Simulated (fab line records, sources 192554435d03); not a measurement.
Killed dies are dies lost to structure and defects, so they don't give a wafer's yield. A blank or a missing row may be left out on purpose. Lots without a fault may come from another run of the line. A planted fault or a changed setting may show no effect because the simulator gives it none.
Chamber matching | flow n5_finfet | N5_GATE_CUT_SAC_CAP_01 on ald_sin-03: 4 sister chambers
The step material SiNx, target thk 24 nm, pulse time 1 s, ald cycles 480. 24 wafers are shown with their chamber, then 12 later ones without.

WAFERS WITH THEIR CHAMBER
wafer  | chamber | heater_power_w (W) | precursor_pulse_height_rel
L074.1 | 1       | 702                | 0.981
L074.2 | 0       | 736                | 0.979
L074.3 | 2       | 932                | 0.975
L075.1 | 1       | 712                | 0.980
L075.2 | 2       | 923                | 1.014
L075.3 | 3       | 1047               | 1.016
L075.4 | 0       | 726                | 1.013
L075.5 | 3       | 1032               | 1.030
L075.6 | 2       | 922                | 1.022
L081.1 | 3       | 1038               | 1.005
L081.3 | 2       | 910                | 0.991
L081.6 | 3       | 1033               | 1.019
L082.1 | 3       | 1033               | 1.011
L082.2 | 0       | 735                | 0.989
L082.3 | 2       | 926                | 1.005
L082.4 | 1       | 690                | 1.012
L082.5 | 0       | 741                | 1.018
L082.6 | 1       | 700                | 0.984
L083.1 | 3       | 1041               | 1.001
L083.3 | 0       | 750                | 0.999
L083.5 | 0       | 721                | 0.988
L084.1 | 0       | 736                | 1.013
L084.2 | 1       | 674                | 0.996
L084.5 | 3       | 1037               | 0.995

SIGNATURES (means of the wafers above)
reading                    | chamber 0 | chamber 1 | chamber 2 | chamber 3 | scatter within a chamber
heater_power_w             | 735.00    | 695.60    | 922.60    | 1037.29   | 9.49
precursor_pulse_height_rel | 0.99986   | 0.99060   | 1.00140   | 1.01100   | 0.0147
Rule: a wafer's distance from a chamber is the root of the sum, over the readings, of the square of ((its reading less the chamber's mean) divided by the reading's scatter). The wafer belongs to the nearest chamber; if the next one is less than 2 further off, it can't be placed. The scatter: the root of (the sum of the squares of (reading less its chamber's mean) over the shown wafers, divided by (wafers less chambers)).

WAFERS WITHOUT THEIR CHAMBER
wafer  | heater_power_w (W) | precursor_pulse_height_rel
L089.1 | 702                | 1.019
L089.2 | 749                | 1.029
L089.5 | 1052               | 0.985
L094.1 | 1026               | 0.988
L094.2 | 710                | 0.989
L094.4 | 955                | 1.038
L095.2 | 748                | 1.000
L095.5 | 1062               | 1.024
L095.6 | 950                | 1.008
L096.1 | 740                | 1.001
L096.2 | 1039               | 0.988
L096.3 | 730                | 1.020

WHICH CHAMBER EACH WENT THROUGH
wafer  | from the rows above     | in truth
L089.1 | can't be placed: 1 or 0 | 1
L089.2 | 0                       | 0
L089.5 | 3                       | 3
L094.1 | 3                       | 3
L094.2 | can't be placed: 1 or 0 | 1
L094.4 | 2                       | 2
L095.2 | 0                       | 0
L095.5 | 3                       | 3
L095.6 | 2                       | 2
L096.1 | 0                       | 0
L096.2 | 3                       | 3
L096.3 | 0                       | 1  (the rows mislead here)
Placed correctly: 9 of 12. Can't be placed from these rows: 2 (the true chamber is among the candidates in 2). Placed wrongly: 1.
